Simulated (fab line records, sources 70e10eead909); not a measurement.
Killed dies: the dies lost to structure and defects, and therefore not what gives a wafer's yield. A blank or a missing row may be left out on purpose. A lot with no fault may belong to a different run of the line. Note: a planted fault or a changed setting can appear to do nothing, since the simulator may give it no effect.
fab line records	flow nand_harc
record: lots: 14	wafers: 42	last_day: 33
route steps=1302 shown A_CHANNEL_FILL_D1@508 A_DECK1_JOINT@542 A_ONON_D2@552
lots untouched by any fault: they come from a run of this same line in which no faults occurred
start_h: hours from the record's opening day to when the first of the lot's shown wafers began	wait_h: hours since the lot's step before	" unchanged from the row above	L1.1+2: several wafers, shown together as one row	- value missing, or start not given	* or withheld: withheld	< > ~ a bound
route shown NAME@n: names a module that has steps shown in the file, with the first one's number in the route	usual: mean/standard deviation of fault-free wafers	same: alike in all rows	chamber/n: place in a boat	sites: per-site readings	_std_site: the values' standard deviation	_edge_site: outer sites' mean less inner sites'	radius_mm: how far each site lies from the wafer's centre	mask NAME#n: copy n	behind: the tool/chamber that last shaped the wafer	hold: why the lot went on hold/how many hours it stayed there/how the hold came to an end	device: which transistor (n, p or np) failed to switch	end of line: at the end of the route, the tests of the same wafers	step lacking rows: just its recipe	killed: the dies lost at the first sort to structure and to defects; this is not the yield of the wafer	map: per-die view of a wafer (x killed, . not killed, _ where there is no die)
set.NAME: the setting as run; set.NAME@STEP: as run at that earlier step	model.NAME: the simulator's own value behind a step, which no gauge read
one table for each step of the route and one row for each wafer, over a sample of lots
services: a tool's chamber out of use, with start hour (start_h, from the record's first day; less than 0 if before it), hours out, and reason
== steps ==
step: NHARC_A_CHANNEL_FILL_D1_ETCHBACK_08
recipe: target_depth_a: 2200	time_s: 110	c4f8_flow_sccm: 20	ar_flow_sccm: withheld	rf_w: 600	bias_w: 300	chemistry: C4F8
usual: oes_product_au: 0.96/0.04	rf_vpp_V: 442.2/1.9
lot.wafer	tool	chamber	start_h	wait_h	oes_product_au	rf_hours_counter_h	rf_vpp_V
L495.2	rie_diel-04	1	-	-	1.00	2.8	443.1
L495.1	"	2	"	"	1.01	3.0	442.0
L495.5	"	1	"	"	0.98	-	441.7
L496.1	rie_diel-04	2	-	-	1.01	4.0	441.9
L496.3	"	3	"	"	1.00	4.4	441.0
L496.6	"	3	"	"	1.00	-	441.0
L497.2	rie_diel-13	1	-	-	0.93	3.8	437.7
L497.4	"	2	"	"	0.91	3.8	444.0
L497.5	"	2	"	"	0.91	-	443.6
L504.2	rie_diel-09	3	-	-	0.99	0.7	444.1
L504.3	"	0	"	"	1.01	0.5	440.0
L504.1	"	1	"	"	1.02	0.7	441.5
L505.2	rie_diel-13	1	-	-	0.92	10.0	438.7
L505.3	"	3	"	"	0.92	9.3	442.8
L505.6	"	0	"	"	0.92	-	441.9
L508.1	rie_diel-09	2	-	-	0.92	2.4	442.2
L508.4	"	3	"	"	0.90	2.0	444.3
L508.6	"	1	"	"	0.94	-	441.4
L509.3	rie_diel-09	3	-	-	0.97	3.5	443.3
L509.2	"	0	"	"	0.98	3.6	441.8
L509.5	"	1	"	"	1.02	-	440.8
L510.2	rie_diel-09	3	-	-	0.97	3.5	442.7
L510.3	"	1	"	"	1.01	4.5	442.0
L510.5	"	2	"	"	1.00	-	443.2
L512.1	rie_diel-13	3	-	-	0.92	1.3	440.7
L512.6	"	0	"	"	0.91	-	441.8
L512.5	"	1	"	"	0.92	-	439.1
L514.1	rie_diel-09	2	-	-	1.00	6.9	443.9
L514.2	"	3	"	"	1.00	6.2	441.9
L514.3	"	0	"	"	1.00	4.2	441.4
L515.4	rie_diel-09	2	-	-	0.93	8.0	443.8
L515.2	"	3	"	"	0.91	7.4	443.4
L515.5	"	3	"	"	0.91	-	442.6
L516.3	rie_diel-13	2	-	-	0.92	4.9	445.1
L516.4	"	0	"	"	0.91	5.0	442.8
L516.6	"	3	"	"	0.93	-	441.1
L517.3	rie_diel-04	0	-	-	0.92	4.3	443.3
L517.1	"	1	"	"	0.93	5.1	445.0
L517.6	"	2	"	"	0.94	-	442.1
L518.2	rie_diel-13	2	-	-	0.93	5.4	445.0
L518.1	"	3	"	"	0.93	5.8	442.7
L518.6	"	1	"	"	0.92	-	439.0
step: NHARC_A_DECK1_JOINT_DEP_16
recipe: target_thk_a: 450	temp_c: 400	pressure_torr: 6.5	rf_w: 900	teos_flow_sccm: 161.4	flow_sccm: 2650	target_thk_nm: 45	gas: O2	material: SiO2
usual: heater_power_w: 590/76	throttle_valve_pct: 15.9/0.55
lot.wafer	tool	chamber	start_h	wait_h	heater_power_w	since_wet_clean_h	throttle_valve_pct
L495.1	pecvd-03	0	271.72	0.1	620	73	15.4
L495.2	"	2	"	"	544	73	15.7
L495.5	"	2	"	"	550	-	15.5
L496.3	pecvd-04	0	291.64	0.1	566	9	15.7
L496.1	"	2	"	"	590	9	15.5
L496.6	"	1	"	"	556	-	16.2
L497.2	pecvd-03	0	291.70	0.1	611	93	15.4
L497.4	"	1	"	"	627	-	15.1
L497.5	"	0	"	"	627	-	15.6
L504.1	pecvd-04	1	373.60	0.1	539	91	16.4
L504.3	"	2	"	"	684	91	15.6
L504.2	"	0	"	"	616	91	15.8
L505.3	pecvd-04	0	380.40	0.1	684	98	15.6
L505.2	"	1	"	"	504	98	16.4
L505.6	"	0	"	"	717	-	15.8
L508.1	pecvd-04	0	396.91	0.1	575	115	15.8
L508.6	"	1	"	"	549	-	16.4
L508.4	"	2	"	"	529	-	15.8
L509.2	pecvd-03	0	427.12	0.1	664	48	16.0
L509.3	"	1	"	"	551	48	15.0
L509.5	"	2	"	"	419	-	16.0
L510.2	pecvd-01	0	432.62	0.1	735	109	16.9
L510.3	"	2	"	"	551	109	16.0
L510.5	"	0	"	"	721	-	16.9
L512.1	pecvd-03	0	432.79	0.2	582	53	15.8
L512.5	"	0	"	"	593	-	15.7
L512.6	"	1	"	"	595	-	15.6
L514.2	pecvd-01	2	462.84	0.1	533	139	16.4
L514.1	"	0	"	"	734	139	17.1
L514.3	"	1	"	"	744	139	17.0
L515.2	pecvd-04	0	476.05	0.1	652	13	16.0
L515.4	"	0	"	"	650	-	15.6
L515.5	"	2	"	"	647	-	15.1
L516.3	pecvd-04	0	492.61	0.1	583	29	15.6
L516.6	"	2	"	"	587	-	15.2
L516.4	"	1	"	"	548	-	16.0
L517.1	pecvd-04	1	498.79	0.1	582	35	16.3
L517.3	"	2	"	"	634	35	15.3
L517.6	"	0	"	"	606	-	16.0
L518.1	pecvd-04	1	506.57	0.1	538	43	16.0
L518.2	"	2	"	"	553	43	15.2
L518.6	"	2	"	"	554	-	14.9
step: NHARC_A_ONON_D2_THK_MEAS_11
recipe: thk_meas_gauge: ellipsometry
usual: thk_nm: 999/8
lot.wafer	tool	chamber	start_h	wait_h	thk_nm
L495.1	film_metro-02	-	274.32	-	999
L495.2	"	-	"	"	998
L495.5	"	-	"	"	998
L496.1	film_metro-02	-	294.23	-	1008
L496.3	"	-	"	"	1009
L496.6	"	-	"	"	1007
L497.2	film_metro-01	-	294.24	-	994
L497.4	"	-	"	"	992
L497.5	"	-	"	"	993
L504.1	film_metro-01	-	376.18	-	997
L504.2	"	-	"	"	998
L504.3	"	-	"	"	997
L505.2	film_metro-01	-	382.99	-	1002
L505.3	"	-	"	"	1001
L505.6	"	-	"	"	1001
L508.1	film_metro-01	-	399.79	-	993
L508.4	"	-	"	"	993
L508.6	"	-	"	"	994
L509.2	film_metro-01	-	429.67	-	983
L509.3	"	-	"	"	983
L509.5	"	-	"	"	982
L510.2	film_metro-02	-	435.21	-	1005
L510.3	"	-	"	"	1005
L510.5	"	-	"	"	1005
L512.1	film_metro-02	-	435.39	-	1011
L512.5	"	-	"	"	1011
L512.6	"	-	"	"	1012
L514.1	film_metro-02	-	465.44	-	1006
L514.2	"	-	"	"	1006
L514.3	"	-	"	"	1004
L515.2	film_metro-02	-	478.64	-	995
L515.4	"	-	"	"	996
L515.5	"	-	"	"	996
L516.3	film_metro-02	-	495.17	-	986
L516.4	"	-	"	"	989
L516.6	"	-	"	"	988
L517.1	film_metro-01	-	501.38	-	1009
L517.3	"	-	"	"	1008
L517.6	"	-	"	"	1009
L518.1	film_metro-02	-	509.15	-	1013
L518.2	"	-	"	"	1012
L518.6	"	-	"	"	1013
step: NHARC_A_ONON_D2_DEP_22
recipe: target_thk_a: 10000	n2_flow_sccm: 2750	n2o_flow_sccm: 2000	nh3_flow_sccm: 500	sih4_flow_sccm: 210	temp_c: 400
lot.wafer	tool	chamber	start_h	wait_h
L495.1+2+5	pecvd_onon-03	0	281.73	0.1
L496.1+3+6	pecvd_onon-04	0	303.76	0.1
L497.2+4+5	pecvd_onon-03	0	303.83	0.1
L504.1+2+3	pecvd_onon-04	0	385.70	0.1
L505.2+3+6	pecvd_onon-04	0	399.69	0.1
L508.1+4+6	pecvd_onon-01	0	408.97	0.1
L509.2+3+5	pecvd_onon-03	0	438.60	0.1
L512.1+5+6	pecvd_onon-01	0	444.03	0.1
L510.2+3+5	pecvd_onon-03	0	444.10	0.1
L514.1+2+3	pecvd_onon-04	0	474.63	0.1
L515.2+4+5	pecvd_onon-04	0	487.62	0.1
L516.3+4+6	pecvd_onon-03	0	506.33	0.2
L517.1+3+6	pecvd_onon-03	0	509.97	0.1
L518.1+2+6	pecvd_onon-01	0	517.72	0.1
step: NHARC_A_ONON_D2_THK_MEAS_24
recipe: thk_meas_gauge: ellipsometry
usual: thk_nm: 1002/9.4
lot.wafer	tool	chamber	start_h	wait_h	hold	thk_nm
L495.1	film_metro-02	-	282.24	-	-	984
L495.2	"	-	"	"	-	986
L495.5	"	-	"	"	-	983
L496.1	film_metro-02	-	304.27	-	-	999
L496.3	"	-	"	"	-	1001
L496.6	"	-	"	"	-	998
L497.2	film_metro-01	-	304.28	-	-	1005
L497.4	"	-	"	"	-	1005
L497.5	"	-	"	"	-	1003
L504.1	film_metro-01	-	386.21	-	await_dispo/0.2h/release	878
L504.2	"	-	"	"	await_dispo/0.2h/release	880
L504.3	"	-	"	"	await_dispo/0.2h/release	878
L504.1	film_metro-01	-	386.38	0.2	-	878
L504.2	"	-	"	"	-	881
L504.3	"	-	"	"	-	880
L505.2	film_metro-02	-	400.15	-	await_dispo/0.2h/release	874
L505.3	"	-	"	"	await_dispo/0.2h/release	872
L505.6	"	-	"	"	await_dispo/0.2h/release	872
L505.2	film_metro-02	-	400.32	0.2	-	874
L505.3	"	-	"	"	-	873
L505.6	"	-	"	"	-	874
L508.1	film_metro-01	-	409.47	-	-	1001
L508.4	"	-	"	"	-	1000
L508.6	"	-	"	"	-	1001
L509.2	film_metro-02	-	439.06	-	-	1011
L509.3	"	-	"	"	-	1013
L509.5	"	-	"	"	-	1010
L512.1	film_metro-02	-	444.54	-	-	1003
L512.5	"	-	"	"	-	1002
L512.6	"	-	"	"	-	1002
L510.2	film_metro-02	-	444.57	-	-	984
L510.3	"	-	"	"	-	984
L510.5	"	-	"	"	-	985
L514.1	film_metro-01	-	475.14	-	-	1009
L514.2	"	-	"	"	-	1008
L514.3	"	-	"	"	-	1006
L515.2	film_metro-02	-	488.07	-	-	1004
L515.4	"	-	"	"	-	1007
L515.5	"	-	"	"	-	1006
L516.3	film_metro-01	-	506.72	-	-	1003
L516.4	"	-	"	"	-	1001
L516.6	"	-	"	"	-	1002
L517.1	film_metro-02	-	510.47	-	-	1008
L517.3	"	-	"	"	-	1007
L517.6	"	-	"	"	-	1006
L518.1	film_metro-02	-	518.23	-	-	981
L518.2	"	-	"	"	-	979
L518.6	"	-	"	"	-	980
== services ==
tool	chamber	start_h	hours	kind
rie_diel-13	-	214.80	0.6	repair
rie_diel-09	2	224.57	11.0	repair
pecvd_onon-03	-	227.00	13.0	pm
rie_diel-09	1	254.00	2.1	repair
rie_diel-09	2	254.46	2.9	repair
pecvd-04	1	261.40	6.8	repair
pecvd-04	-	269.37	13.0	pm
rie_diel-09	0	297.54	1.7	repair
pecvd-03	-	299.93	0.6	repair
pecvd_onon-04	-	311.31	13.0	pm
rie_diel-09	-	320.10	9.0	pm
rie_diel-13	-	342.00	9.0	pm
pecvd-04	-	360.36	0.3	repair
rie_diel-09	0	394.10	18.2	repair
rie_diel-09	-	398.71	0.5	repair
pecvd_onon-03	-	408.00	13.0	pm
pecvd-04	-	431.43	2.4	repair
pecvd-04	0	434.21	18.2	repair
rie_diel-13	0	439.18	2.9	repair
pecvd-04	-	450.37	13.0	pm
pecvd_onon-03	-	454.56	5.3	repair
pecvd-04	-	464.47	0.2	repair
pecvd_onon-04	-	492.41	13.0	pm
rie_diel-09	-	497.10	9.0	pm
== key ==
first_sign: step: NHARC_A_ONON_D2_THK_MEAS_24	reading: visit	direction: added
effect: step: NHARC_A_ONON_D2_THK_MEAS_24	reading: thk_nm	direction: down	sigmas: 13	usual: 1002	struck: 876
met_at NHARC_A_ONON_D2_DEP_22
struck_lots L504,L505
later_rows_left_out L504.1,L504.2,L504.3,L505.2,L505.3,L505.6
sort_left_out L504.1,L504.2,L504.3,L505.2,L505.3,L505.6
tester_left_out L504,L505
not_acting_at NHARC_A_CHANNEL_FILL_D1_ETCHBACK_08,NHARC_A_DECK1_JOINT_DEP_16,NHARC_A_ONON_D2_THK_MEAS_11
onset_between 303.76 385.70
fault: kind: process_parameter_drift	tool: pecvd_onon-04	chamber: -	onset_h: 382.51	steps: NHARC_A_ONON_D2_DEP_22	channel: target_thk_a	offset: *	shape: step	end_h: 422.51	acts_in: *	stated: *
tester_left_out: of these lots the tester's yield and bins aren't shown, on N5 and GAA mostly nor the transistor test; their killed dies are dies lost to structure and defects alone, not to doping, threshold or leakage, so they don't give the yield
sort_left_out: the simulated sort isn't trusted on such a fault, so these wafers' sort isn't shown, and their yield isn't known
later_rows_left_out: the simulator's readings of these wafers behind a module that went badly wrong aren't trusted and aren't shown, but for the sort
